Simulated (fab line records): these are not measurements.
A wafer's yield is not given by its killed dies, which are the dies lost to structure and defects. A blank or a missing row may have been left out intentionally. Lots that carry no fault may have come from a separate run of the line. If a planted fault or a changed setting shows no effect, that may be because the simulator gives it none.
Matching of chambers / flow n5 finfet / 3 sister chambers for N5_BEOL_M5_ILD_DEP_00 on pecvd-01
The step deposits SiCOH lowk from DEMS/porogen, target thk 140.64 nm, time 25.9 s. 6 wafers are shown with their chamber, then 7 later ones without.

== WAFERS PAIRED WITH THEIR CHAMBERS ==
wafer=L089.2; chamber=2; heater power w (W)=303; throttle valve pct (%)=12.8
wafer=L089.4; chamber=2; heater power w (W)=305; throttle valve pct (%)=12.7
wafer=L091.5; chamber=0; heater power w (W)=367; throttle valve pct (%)=13.9
wafer=L091.6; chamber=1; heater power w (W)=243; throttle valve pct (%)=13.5
wafer=L092.1; chamber=1; heater power w (W)=218; throttle valve pct (%)=13.4
wafer=L092.3; chamber=0; heater power w (W)=391; throttle valve pct (%)=13.5

== WAFERS WITHOUT THEIR CHAMBER ==
wafer=L092.4; heater power w (W)=220; throttle valve pct (%)=13.0
wafer=L093.2; heater power w (W)=289; throttle valve pct (%)=12.7
wafer=L093.4; heater power w (W)=398; throttle valve pct (%)=13.5
wafer=L093.6; heater power w (W)=292; throttle valve pct (%)=12.8
wafer=L095.1; heater power w (W)=321; throttle valve pct (%)=13.0
wafer=L095.4; heater power w (W)=323; throttle valve pct (%)=13.7
wafer=L095.6; heater power w (W)=220; throttle valve pct (%)=13.0

== WHICH CHAMBER EACH WENT THROUGH ==
wafer=L092.4; from the rows above=1; in truth=1
wafer=L093.2; from the rows above=2; in truth=2
wafer=L093.4; from the rows above=0; in truth=0
wafer=L093.6; from the rows above=2; in truth=2
wafer=L095.1; from the rows above=2; in truth=2
wafer=L095.4; from the rows above=can't be placed: 0 or 2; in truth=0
wafer=L095.6; from the rows above=1; in truth=1
Correctly placed: 6 of 7. From these rows, 1 cannot be placed; in 1 the true chamber is one of the candidates. Wrongly placed: 0.
How it was worked out, from the rows above alone: a wafer's distance from a chamber is the root of the sum, over the readings, of the square of ((its reading less the chamber's mean) divided by the reading's scatter). The wafer belongs to the nearest chamber; if the next one is less than 2 further off, it can't be placed. The mean given for a chamber averages the wafers shown for that chamber. The scatter is the square root of a quotient: the sum, over the shown wafers, of each reading's squared deviation from its chamber's mean, divided by wafers minus chambers.
